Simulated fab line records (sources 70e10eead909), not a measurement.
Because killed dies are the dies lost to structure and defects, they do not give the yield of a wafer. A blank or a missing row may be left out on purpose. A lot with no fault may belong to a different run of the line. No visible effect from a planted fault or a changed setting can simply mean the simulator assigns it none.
Chamber matching / flow nand-harc / NHARC_A_STAIRCASE_ETCH_313 on rie-diel-10: 4 sister chambers
The step etches the open film in CF4/CHF3. 22 wafers are shown with their chamber, then 11 later ones without.

EACH WAFER AND ITS CHAMBER
wafer=L075.1; chamber=0; drypump-motor-current-A (A)=5.58; showerhead-plenum-p-Torr (Torr)=1.56; rf-vpp-V (V)=371.3
wafer=L075.2; chamber=2; drypump-motor-current-A (A)=5.28; showerhead-plenum-p-Torr (Torr)=1.45; rf-vpp-V (V)=366.0
wafer=L075.5; chamber=1; drypump-motor-current-A (A)=5.54; showerhead-plenum-p-Torr (Torr)=1.58; rf-vpp-V (V)=371.1
wafer=L076.1; chamber=2; drypump-motor-current-A (A)=5.29; showerhead-plenum-p-Torr (Torr)=1.45; rf-vpp-V (V)=366.9
wafer=L076.3; chamber=0; drypump-motor-current-A (A)=5.60; showerhead-plenum-p-Torr (Torr)=1.56; rf-vpp-V (V)=368.6
wafer=L076.4; chamber=3; drypump-motor-current-A (A)=6.05; showerhead-plenum-p-Torr (Torr)=1.51; rf-vpp-V (V)=368.7
wafer=L078.1; chamber=0; drypump-motor-current-A (A)=5.59; showerhead-plenum-p-Torr (Torr)=1.56; rf-vpp-V (V)=369.7
wafer=L078.2; chamber=3; drypump-motor-current-A (A)=6.03; showerhead-plenum-p-Torr (Torr)=1.51; rf-vpp-V (V)=367.1
wafer=L078.5; chamber=2; drypump-motor-current-A (A)=5.26; showerhead-plenum-p-Torr (Torr)=1.70; rf-vpp-V (V)=377.4
wafer=L079.2; chamber=2; drypump-motor-current-A (A)=5.30; showerhead-plenum-p-Torr (Torr)=1.70; rf-vpp-V (V)=374.3
wafer=L079.5; chamber=3; drypump-motor-current-A (A)=6.03; showerhead-plenum-p-Torr (Torr)=1.51; rf-vpp-V (V)=369.4
wafer=L079.6; chamber=2; drypump-motor-current-A (A)=5.31; showerhead-plenum-p-Torr (Torr)=1.70; rf-vpp-V (V)=374.5
wafer=L083.2; chamber=2; drypump-motor-current-A (A)=5.26; showerhead-plenum-p-Torr (Torr)=1.70; rf-vpp-V (V)=374.5
wafer=L083.5; chamber=2; drypump-motor-current-A (A)=5.25; showerhead-plenum-p-Torr (Torr)=1.69; rf-vpp-V (V)=374.3
wafer=L083.6; chamber=3; drypump-motor-current-A (A)=6.02; showerhead-plenum-p-Torr (Torr)=1.51; rf-vpp-V (V)=369.8
wafer=L089.1; chamber=0; drypump-motor-current-A (A)=5.59; showerhead-plenum-p-Torr (Torr)=1.55; rf-vpp-V (V)=370.6
wafer=L089.2; chamber=1; drypump-motor-current-A (A)=5.54; showerhead-plenum-p-Torr (Torr)=1.57; rf-vpp-V (V)=371.3
wafer=L089.4; chamber=3; drypump-motor-current-A (A)=6.02; showerhead-plenum-p-Torr (Torr)=1.50; rf-vpp-V (V)=368.8
wafer=L089.3; chamber=2; drypump-motor-current-A (A)=5.26; showerhead-plenum-p-Torr (Torr)=1.69; rf-vpp-V (V)=376.1
wafer=L089.5; chamber=1; drypump-motor-current-A (A)=5.51; showerhead-plenum-p-Torr (Torr)=1.57; rf-vpp-V (V)=371.0
wafer=L089.6; chamber=2; drypump-motor-current-A (A)=5.29; showerhead-plenum-p-Torr (Torr)=1.69; rf-vpp-V (V)=373.3
wafer=L087.1; chamber=1; drypump-motor-current-A (A)=5.54; showerhead-plenum-p-Torr (Torr)=1.57; rf-vpp-V (V)=371.0

SIGNATURES, as means of the wafers listed above
reading=drypump-motor-current-A; chamber 0=5.5900; chamber 1=5.5325; chamber 2=5.2778; chamber 3=6.0300; scatter within a chamber=0.0167
reading=showerhead-plenum-p-Torr; chamber 0=1.5575; chamber 1=1.5725; chamber 2=1.6411; chamber 3=1.5080; scatter within a chamber=0.0724
reading=rf-vpp-V; chamber 0=370.050; chamber 1=371.100; chamber 2=373.033; chamber 3=368.760; scatter within a chamber=2.7
Rule: for a wafer and a chamber, the distance is found by dividing, reading by reading, the gap between the wafer's reading and the chamber's mean by the reading's scatter, squaring, summing and taking the root. If the next closest chamber is less than 2 further off than the closest, the wafer can't be placed; otherwise it belongs to the closest. How the scatter is found: for the shown wafers, subtract from each reading the mean of its chamber, square and add these, divide the total by (wafers less chambers), then take the root.

WAFERS WHOSE CHAMBER IS MISSING
wafer=L087.3; drypump-motor-current-A (A)=6.05; showerhead-plenum-p-Torr (Torr)=1.50; rf-vpp-V (V)=368.5
wafer=L087.5; drypump-motor-current-A (A)=5.27; showerhead-plenum-p-Torr (Torr)=1.69; rf-vpp-V (V)=373.0
wafer=L091.1; drypump-motor-current-A (A)=5.50; showerhead-plenum-p-Torr (Torr)=1.57; rf-vpp-V (V)=369.9
wafer=L091.3; drypump-motor-current-A (A)=5.27; showerhead-plenum-p-Torr (Torr)=1.69; rf-vpp-V (V)=374.5
wafer=L091.6; drypump-motor-current-A (A)=5.54; showerhead-plenum-p-Torr (Torr)=1.57; rf-vpp-V (V)=369.8
wafer=L090.1; drypump-motor-current-A (A)=5.32; showerhead-plenum-p-Torr (Torr)=1.69; rf-vpp-V (V)=375.2
wafer=L090.3; drypump-motor-current-A (A)=6.03; showerhead-plenum-p-Torr (Torr)=1.50; rf-vpp-V (V)=367.7
wafer=L090.5; drypump-motor-current-A (A)=5.59; showerhead-plenum-p-Torr (Torr)=1.55; rf-vpp-V (V)=369.3
wafer=L093.1; drypump-motor-current-A (A)=5.57; showerhead-plenum-p-Torr (Torr)=1.55; rf-vpp-V (V)=369.6
wafer=L093.4; drypump-motor-current-A (A)=6.03; showerhead-plenum-p-Torr (Torr)=1.50; rf-vpp-V (V)=368.0
wafer=L093.6; drypump-motor-current-A (A)=5.33; showerhead-plenum-p-Torr (Torr)=1.69; rf-vpp-V (V)=374.2

CHAMBER TAKEN BY EACH
wafer=L087.3; from the rows above=3; in truth=3
wafer=L087.5; from the rows above=2; in truth=2
wafer=L091.1; from the rows above=1; in truth=1
wafer=L091.3; from the rows above=2; in truth=2
wafer=L091.6; from the rows above=1; in truth=1
wafer=L090.1; from the rows above=2; in truth=2
wafer=L090.3; from the rows above=3; in truth=3
wafer=L090.5; from the rows above=0; in truth=0
wafer=L093.1; from the rows above=can't be placed: 0 or 1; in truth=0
wafer=L093.4; from the rows above=3; in truth=3
wafer=L093.6; from the rows above=2; in truth=2
Placed correctly: 10 of 11. Not placeable from these rows: 1 (in 1, the candidates include the true chamber). Placed wrongly: 0.
